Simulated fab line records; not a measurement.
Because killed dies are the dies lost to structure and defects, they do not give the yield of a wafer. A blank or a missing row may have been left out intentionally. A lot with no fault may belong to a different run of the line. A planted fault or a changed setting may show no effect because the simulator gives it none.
Comparing a struck lot with a sound one -- flow n5Finfet -- 18 out of 1938 route steps
Sound: the wafers L438.1, L438.2, L438.4. Wafers L422.2, L422.3, L422.6 were the ones struck. At the end, the cause is stated.
Each step with rows lists, per side, the tool, then ch with its chambers, then its first start. Under that, the readings that differ: sound wafers -- struck wafers -- difference of the means -- sigmas: that difference in standard deviations of wafers without a fault.
alike: same words and numbers on both sides, and readings whose means sit less than 2 such deviations apart. not compared: any withheld reading, any reading some wafer has no value for, any bound like >300 that may hide the same value, and any number with overlapping values for which the record gives no deviation.
The two part at a step that has a row with sigmas, a row that says differs or no value, or rows on one side only. Numbers that have no deviation but don't overlap get no sigmas and don't part them. A reading missing from all wafers of one side parts the sides only when that side holds two or more wafers.

first, 11 steps without rows for these wafers: N5_FIN_SAQP_STRIP_74 (strips in CHF3/O2); N5_FIN_SAQP_MANDREL_ETCH_22 (etches a-Si in HBr/Cl2, stops on SiNx, target depth 60 nm, bt time 10 s, time 30 s); N5_FIN_SAQP_STRIP_55 (strips in N2/H2); N5_FIN_SAQP_STRIP_23 (strips in SPM, time 750 s); N5_FIN_SAQP_SRD_66 (time 30 s); N5_FIN_SAQP_RECESS_75 (chemistry HF/NH3, target SiO2, target depth 14.4 nm, afs cycles 3, sublimation time 60 s); N5_FIN_SAQP_SPACER1_ALD_24 (deposits SiO2, target thk 20.3 nm, pulse time 1 s, purge time 2 s); N5_FIN_SAQP_SPACER1_ETCHBACK_25 (etches SiO2 in CHF3/O2, target depth 24.4 nm, time 12.2 s); N5_FIN_SAQP_MANDREL1_REMOVE_56 (chemistry HBr/Cl2/O2, target a-Si, stops on SiNx, bt time 10 s); N5_FIN_SAQP_ETCH_57 (etches SiNx in CH3F/O2, target depth 32.5 nm, time 46.4 s); N5_FIN_SAQP_ETCH_65 (etches SiO2 in CF4, target depth 4 nm, time 4.4 s).
N5_FIN_SAQP_MANDREL_ETCH_58: etches a-Si in HBr/Cl2, stops on SiNx, target depth 45 nm, bt time 10 s, time 27 s.
  sound on rieSi-05 ch 1,2,3, day 7 17:52; struck on rieSi-03 ch 2,3, day 3 18:37
  no value came back on the struck wafers for any of 8 readings (HBr_flow_sccm (sccm), biasW (W) and others); on the sound wafers HBr_flow_sccm (sccm) reads 149.7 149.8 149.7
then, 2 steps without rows for these wafers: N5_FIN_SAQP_RECESS_63 (chemistry HF/NH3, target SiO2, target depth 18 nm, afs cycles 3, sublimation time 60 s); N5_FIN_SAQP_COAT_68 (time 60 s, resist thk 100 nm).
N5_FIN_SAQP_ETCH_69: etches SOC in N2/H2, stops on SiNx, target depth 150 nm.
  sound on rieDiel-02 ch 0,2,3, day 7 18:23; struck on rieDiel-04 ch 1,2, day 3 19:08
reading,sound,struck,difference,sigmas
biasW (W),61.10 60.92 60.85,61.25 61.39 61.32,+0.36,+2
oesProductAu (a.u.),0.85 0.73 0.94,0.29 0.33 0.32,-0.53,-7
  alike: chamberPressureMTorr, drypumpMotorCurrentA, rfVppV, showerheadPlenumPTorr, throttleValvePct
  not compared: rfHoursCounterH
N5_FIN_SAQP_ETCH_67: etches SiNx in CH3F/O2, target depth 30 nm.
  sound on rieDiel-02 ch 0,2,3, day 7 18:27; struck on rieDiel-04 ch 1,2, day 3 19:11
reading,sound,struck,difference,sigmas
oesProductAu (a.u.),0.85 0.73 0.95,0.28 0.33 0.33,-0.53,-7
  alike: CH3F_flow_sccm, O2_flow_sccm, drypumpMotorCurrentA, rfVppV, showerheadPlenumPTorr, throttleValvePct
  not compared: rfHoursCounterH
N5_BEOL_M4_RC_MEAS_101:
  the record has rows for the sound wafers here (prober-02 ch 0, day 13 22:07) and none for the struck ones
-- here the record skips 11 days between the struck wafers' starts before and after, leaving off in module BEOL_M4 and picking up in module PASSIVATION (first step shown: number 1936 of the route) --
N5_PASSIVATION_PROBE_49:
  only the struck wafers here have rows in the record (prober-02, day 14 15:41); the sound ones have none

== WHERE THEY PART ==
At N5_FIN_SAQP_MANDREL_ETCH_58 first; at N5_PASSIVATION_PROBE_49 last (within this record only).

WHY: whatever the simulator had introduced
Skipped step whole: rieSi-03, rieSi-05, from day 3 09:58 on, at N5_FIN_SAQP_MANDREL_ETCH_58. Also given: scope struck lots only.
